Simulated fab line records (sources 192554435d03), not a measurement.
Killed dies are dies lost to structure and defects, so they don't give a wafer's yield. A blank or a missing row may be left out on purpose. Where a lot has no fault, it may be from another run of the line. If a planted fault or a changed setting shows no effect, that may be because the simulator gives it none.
Matching of chambers + flow n5Finfet + N5_BEOL_M1_ALD_84 on aldMetal-03: 4 sister chambers
The step deposits TaN, pulse time 2 s, purge time 3 s, co reactant purge time 2 s. 16 wafers are shown with their chamber, then 8 later ones without.

== EACH WAFER AND ITS CHAMBER ==
| wafer  | chamber | heaterPowerW (W) | mfcCarrierSccm (sccm) |
|--------|---------|------------------|-----------------------|
| L074.3 | 1       | 384              | 1503                  |
| L074.4 | 3       | 371              | 1494                  |
| L074.6 | 0       | 359              | 1506                  |
| L075.1 | 2       | 432              | 1497                  |
| L075.3 | 0       | 353              | 1504                  |
| L075.5 | 2       | 432              | 1497                  |
| L080.1 | 3       | 379              | 1511                  |
| L080.2 | 1       | 391              | 1506                  |
| L080.3 | 2       | 421              | 1501                  |
| L082.4 | 1       | 393              | 1507                  |
| L082.5 | 1       | 395              | 1505                  |
| L082.6 | 0       | 354              | 1492                  |
| L083.3 | 3       | 362              | 1499                  |
| L083.4 | 1       | 396              | 1494                  |
| L083.6 | 0       | 374              | 1499                  |
| L085.2 | 3       | 379              | 1508                  |

SIGNATURES (averages over the wafers above)
| reading        | chamber 0 | chamber 1 | chamber 2 | chamber 3 | scatter within a chamber |
|----------------|-----------|-----------|-----------|-----------|--------------------------|
| heaterPowerW   | 360.00    | 391.80    | 428.33    | 372.75    | 7.36                     |
| mfcCarrierSccm | 1500.25   | 1503.00   | 1498.33   | 1503.00   | 5.94                     |
Rule: for a wafer and a chamber, the distance is found by dividing, reading by reading, the gap between the wafer's reading and the chamber's mean by the reading's scatter, squaring, summing and taking the root. If the next closest chamber is less than 2 further off than the closest, the wafer can't be placed; otherwise it belongs to the closest. The scatter is the square root of a quotient: the sum, over the shown wafers, of each reading's squared deviation from its chamber's mean, divided by wafers minus chambers.

== WAFERS MISSING THEIR CHAMBER ==
| wafer  | heaterPowerW (W) | mfcCarrierSccm (sccm) |
|--------|------------------|-----------------------|
| L085.3 | 359              | 1499                  |
| L085.4 | 424              | 1504                  |
| L095.2 | 428              | 1498                  |
| L095.3 | 373              | 1504                  |
| L095.5 | 375              | 1503                  |
| L096.2 | 417              | 1496                  |
| L096.4 | 376              | 1499                  |
| L096.6 | 422              | 1497                  |

== CHAMBER TAKEN BY EACH ==
| wafer  | from the rows above          | in truth |
|--------|------------------------------|----------|
| L085.3 | can't be placed: 0 or 3      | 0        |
| L085.4 | 2                            | 2        |
| L095.2 | 2                            | 2        |
| L095.3 | can't be placed: 3 or 0      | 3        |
| L095.5 | can't be placed: 3 or 0 or 1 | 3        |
| L096.2 | 2                            | 2        |
| L096.4 | can't be placed: 3 or 0 or 1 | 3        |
| L096.6 | 2                            | 2        |
Correctly placed: 4 of 8. Not placeable from these rows: 4 (in 4, the candidates include the true chamber). Number placed wrongly: 0.
